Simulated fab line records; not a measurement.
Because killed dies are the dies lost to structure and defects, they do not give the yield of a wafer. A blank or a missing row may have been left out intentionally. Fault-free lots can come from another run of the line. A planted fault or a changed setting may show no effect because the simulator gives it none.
Split-lot trial + flow n5_finfet + on a route of 1938 steps: 7 lots, 21 wafers read

== THE SPLIT ==
At N5_BEOL_M0_DEP_125 (deposits SiCN from 3MS/NH3, target thk 8 nm, time 14 s), the setting time_s was moved away from the recipe's 14 s on 10 of the 21 wafers read, by -12.9% to +14.4%. All remaining wafers had this setting at the recipe value.

The split's own step is where the reading is taken.

== THE READING ==
SiCN_of_BEOL_M0_DEP_125.thk_nm (the simulator's own value, which no gauge read), in nm, at N5_BEOL_M0_DEP_125 (deposits SiCN from 3MS/NH3, target thk 8 nm, time 14 s). The file does not state a usual value for it. The 11 wafers here that ran the recipe average 8.0 nm, standard deviation 0.15 nm.

| wafer  | tool, chamber at the split | time_s as run, s | against the recipe | SiCN_of_BEOL_M0_DEP_125.thk_nm, nm | against lot-mates on the recipe |
|--------|----------------------------|------------------|--------------------|------------------------------------|---------------------------------|
| L075.2 | pecvd-03, 0                | 14               | recipe             | 8                                  | -                               |
| L075.5 | pecvd-03, 2,0              | 14.91            | +6.5%              | 8.6                                | +0.6                            |
| L075.6 | pecvd-03, 2,0              | 14.91            | +6.5%              | 8.6                                | +0.6                            |
| L081.1 | pecvd-01, 1                | 14               | recipe             | 8                                  | -                               |
| L081.2 | pecvd-01, 2                | 14               | recipe             | 8.2                                | -                               |
| L081.5 | pecvd-01, 2                | 16.01            | +14.4%             | 9.4                                | +1.3                            |
| L084.2 | pecvd-03, 2                | 12.86            | -8.1%              | 7.4                                | -0.6                            |
| L084.3 | pecvd-03, 1                | 12.86            | -8.1%              | 7.2                                | -0.8                            |
| L084.6 | pecvd-03, 0                | 14               | recipe             | 8                                  | -                               |
| L086.2 | pecvd-02, 2,0,1            | 14               | recipe             | 7.8                                | -                               |
| L086.3 | pecvd-02, 2,0,1            | 14               | recipe             | 7.8                                | -                               |
| L086.6 | pecvd-02, 2,0,1            | 14               | recipe             | 7.8                                | -                               |
| L090.2 | pecvd-03, 0                | 14               | recipe             | 8                                  | -                               |
| L090.5 | pecvd-03, 1,0              | 14               | recipe             | 8.2                                | -                               |
| L090.6 | pecvd-03, 1,0              | 14               | recipe             | 8.2                                | -                               |
| L091.2 | pecvd-03, 1                | 14               | recipe             | 8                                  | -                               |
| L091.3 | pecvd-03, 0,2              | 15.75            | +12.5%             | 8.8                                | +0.8                            |
| L091.5 | pecvd-03, 0,2              | 15.75            | +12.5%             | 8.8                                | +0.8                            |
| L097.1 | pecvd-02, 0,1              | 12.2             | -12.9%             | 7                                  | no lot-mate on the recipe       |
| L097.2 | pecvd-02, 0,1              | 12.2             | -12.9%             | 7                                  | no lot-mate on the recipe       |
| L097.4 | pecvd-02, 0                | 12.2             | -12.9%             | 7.2                                | no lot-mate on the recipe       |
Rows listing several chambers each stand for several wafers; the file does not say which wafer went through which chamber.

THE FIT
A straight line over all 21 wafers: SiCN_of_BEOL_M0_DEP_125.thk_nm changes by +0.0774 nm for each +1% of time_s; r = +0.97; the points scatter about the line by 0.16 nm.
The same after taking each lot's own level away (the mean of its wafers on the recipe; 18 wafers): +0.0791 nm for each +1%; r = +0.98; scatter 0.11 nm.
The reading moves by 1.1 nm for the largest change in time_s, on that fit.
The span of the lots' own levels, 7.80 to 8.13 nm, comes to 2.3 times the standard deviation stated above.
The two slopes agree, so the slope changes little with the lot-to-lot level.
Check: with one of the wafers moved furthest among these (+14.4%) left out of the fit, the line predicts +1.06 nm for it against its lot-mates. It came out at +1.3 nm against them.

== THE OTHER SPLITS THESE WAFERS WENT THROUGH ==
Before the reading, these wafers also passed through other splits. Each is held against what the fit with the lots' levels taken away leaves over:
| other split on the same wafers               | wafers away from the commonest value | r with SiCN_of_BEOL_M0_DEP_125.thk_nm (lot level and that fit taken away) |
|----------------------------------------------|--------------------------------------|---------------------------------------------------------------------------|
| N5_SDB_STRIP_22 power_w                      | 7                                    | -0.05                                                                     |
| N5_HKMG_FIN_ETCH_54 source_w                 | 7                                    | -0.36                                                                     |
| N5_MOL_CONTACT_COAG_CONTACT_ETCH_14 source_w | 2                                    | +0.18                                                                     |
| N5_MOL_CONTACT_COAG_COAT_64 spin_rpm         | 7                                    | +0.20                                                                     |
| N5_BEOL_M0_SAQP_SPACER1_ALD_98 ald_cycles    | 4                                    | -0.53                                                                     |
| N5_BEOL_M0_SAQP_ETCH_107 bias_w              | 7                                    | +0.02                                                                     |

== FILE'S OWN FIT ==
SiCN_of_BEOL_M0_DEP_125.thk_nm changes by +0.0813 nm for each +1% of time_s, r = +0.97.
